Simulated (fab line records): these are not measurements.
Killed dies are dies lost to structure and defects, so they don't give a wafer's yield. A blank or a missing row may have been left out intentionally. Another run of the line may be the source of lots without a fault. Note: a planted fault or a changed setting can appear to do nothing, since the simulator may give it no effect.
Chamber matching + flow n5 finfet + rie diel-02 running N5_FIN_CUT_STRIP_22: 4 sister chambers
The step strips in N2/H2. 4 wafers are shown with their chamber, then 9 later ones without.

## EACH WAFER AND ITS CHAMBER
| wafer  | chamber | showerhead plenum p Torr (Torr) |
|--------|---------|---------------------------------|
| L076.6 | 3       | 3.37                            |
| L087.3 | 0       | 3.45                            |
| L087.4 | 1       | 3.55                            |
| L087.6 | 2       | 3.26                            |

## WAFERS WITH NO CHAMBER GIVEN
| wafer  | showerhead plenum p Torr (Torr) |
|--------|---------------------------------|
| L091.1 | 3.45                            |
| L091.4 | 3.36                            |
| L091.6 | 3.44                            |
| L094.1 | 3.36                            |
| L094.4 | 3.25                            |
| L094.6 | 3.54                            |
| L095.2 | 3.36                            |
| L095.3 | 3.44                            |
| L095.6 | 3.36                            |

## EACH ONE'S CHAMBER
| wafer  | from the rows above | in truth |
|--------|---------------------|----------|
| L091.1 | 0                   | 0        |
| L091.4 | 3                   | 3        |
| L091.6 | 0                   | 0        |
| L094.1 | 3                   | 3        |
| L094.4 | 2                   | 2        |
| L094.6 | 1                   | 1        |
| L095.2 | 3                   | 3        |
| L095.3 | 0                   | 0        |
| L095.6 | 3                   | 3        |
Correctly placed: 9 of 9. Not placeable from these rows: 0. Number placed wrongly: 0.
How it was worked out, from the rows above alone: a wafer's distance from a chamber is the root of the sum, over the readings, of the square of ((its reading less the chamber's mean) divided by the reading's scatter). The wafer belongs to the nearest chamber; if the next one is less than 2 further off, it can't be placed. The mean given for a chamber averages the wafers shown for that chamber. The scatter: with one shown wafer a chamber, the root of the mean of the squares of how far each hidden wafer lies from its nearest shown one.
